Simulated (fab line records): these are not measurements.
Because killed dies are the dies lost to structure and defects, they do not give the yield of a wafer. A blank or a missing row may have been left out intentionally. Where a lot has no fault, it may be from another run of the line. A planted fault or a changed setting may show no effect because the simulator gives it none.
A lot that was struck, set against a sound lot / flow nandHarc / 20 steps out of a route of 1302
Sound: these wafers, L538.3, L538.4, L538.5. Struck: wafers L545.1, L545.2, L545.5. The cause is given at the end.
For every step that has rows: the tool of each side, followed by ch and its chambers, followed by its first start. Under that, the readings that differ: sound wafers / struck wafers / difference of the means / sigmas: that difference in standard deviations of wafers without a fault.
alike: same words and numbers on both sides, and readings whose means sit less than 2 such deviations apart. not compared: any withheld reading, any reading some wafer has no value for, any bound like >300 that may hide the same value, and any number with overlapping values for which the record gives no deviation.
Wherever a step has rows on one side only, a row that says differs or no value, or a row with sigmas, the two part there. When numbers do not overlap yet have no deviation, they are printed without sigmas and do not part them. A reading missing from all wafers of one side parts the sides only when that side holds two or more wafers.

NHARC_P_GATE_ALD_36: deposits SiNx, target thk 20 nm, pulse time 60 s, ald cycles 223.
  sound on aldSin-03 ch 0,1,2, day 6 03:59; struck on aldSin-03 ch 1,2, day 9 00:46
  alike: heaterPowerW, precursorPulseHeightRel
NHARC_P_GATE_ETCHBACK_37: etches the open film in CHF3/O2, target depth 34.5 nm, time 17.2 s.
  sound on rieDiel-09 ch 0,2; struck on rieDiel-09 ch 0,1,2
reading=oesProductAu (a.u.); sound=0.98 1.00 0.98; struck=0.92 0.90 0.91; difference=-0.08; sigmas=-2
  alike: chamberPressureMTorr, drypumpMotorCurrentA, rfVppV, showerheadPlenumPTorr, throttleValvePct
  not compared: rfHoursCounterH
NHARC_P_GATE_STRIP_101: strips in O2, time 20 s.
  sound on rieDiel-09 ch 0,1, day 6 12:36; struck on rieDiel-09 ch 0,2,3, day 9 10:23
  alike: chamberPressureMTorr, drypumpMotorCurrentA, oesProductAu, rfVppV, showerheadPlenumPTorr, throttleValvePct
  not compared: rfHoursCounterH
then, 9 steps without rows for these wafers: NHARC_P_GATE_PRECLEAN_97 (cleans in SPM, time 600 s); NHARC_P_GATE_SRD_98; NHARC_P_GATE_PRECLEAN_99 (cleans in SC1); NHARC_P_GATE_SRD_100; NHARC_P_GATE_DEHYDRATE_38 (time 120 s); NHARC_P_GATE_HMDS_39 (time 30 s); NHARC_P_GATE_COAT_40; NHARC_P_GATE_SOFTBAKE_41 (time 95 s); NHARC_P_GATE_EBR_42.
NHARC_P_GATE_EXPOSE_43: exposes mask P NSD, target cd 720 nm.
  sound on krfScanner-04 ch 0, day 6 13:15; struck on krfScanner-04 ch 0, day 9 11:09
reading=mask; sound=P_NSD#0 P_NSD#0 P_NSD#0; struck=P_NSD_R1#0 P_NSD_R1#0 P_NSD_R1#0; difference=differs; sigmas=
  alike: exposureDoseMJCm2
then, 2 steps without rows for these wafers: NHARC_P_GATE_PEB_44 (peb time 85 s); NHARC_P_GATE_DEVELOP_45 (time 70 s).
NHARC_P_GATE_CD_MEAS_46 targets a cd of 720 nm.
  sound on cdSem-02 ch 0, day 6 13:24; struck on cdSem-03 ch 0, day 9 11:19
reading=cdNm (nm); sound=718.7 719.6 719.8; struck=678.9 677.4 676.7; difference=-41.7; sigmas=-28
then, 1 step without rows for these wafers: NHARC_P_GATE_HARDBAKE_47 (time 80 s).
NHARC_P_GATE_DESCUM_48: chemistry O2, time 3 s.
  sound on rieDiel-09 ch 0,3, day 6 13:34; struck on rieDiel-04 ch 1,2, day 9 11:29
reading=oesProductAu (a.u.); sound=1.010 1.013 1.014; struck=0.980 1.000 0.984; difference=-0.024; sigmas=-2
reading=model.P_GATE.cdNm (nm); sound=718.2 719.3 720.1; struck=678.8 676.8 676.2; difference=-41.9; sigmas=
  alike: chamberPressureMTorr, drypumpMotorCurrentA, rfVppV, showerheadPlenumPTorr, throttleValvePct
  not compared: rfHoursCounterH
following that, these wafers have no rows for 1 step: NHARC_P_GATE_IMPLANT_49.
-- the record jumps here: 20 days lie between the struck wafers' starts before and after (it left off in module P_GATE and takes up again in module END, whose first step shown is number 1302 of the route) --
NHARC_END_SORT_01:
  only the struck wafers appear in the record here, on prober-01 ch 0 at day 29 04:01; the sound ones have no rows

WHERE THEY PART
First at NHARC_P_GATE_ETCHBACK_37; last, within this record, at NHARC_END_SORT_01.

WHY: whatever the simulator had introduced
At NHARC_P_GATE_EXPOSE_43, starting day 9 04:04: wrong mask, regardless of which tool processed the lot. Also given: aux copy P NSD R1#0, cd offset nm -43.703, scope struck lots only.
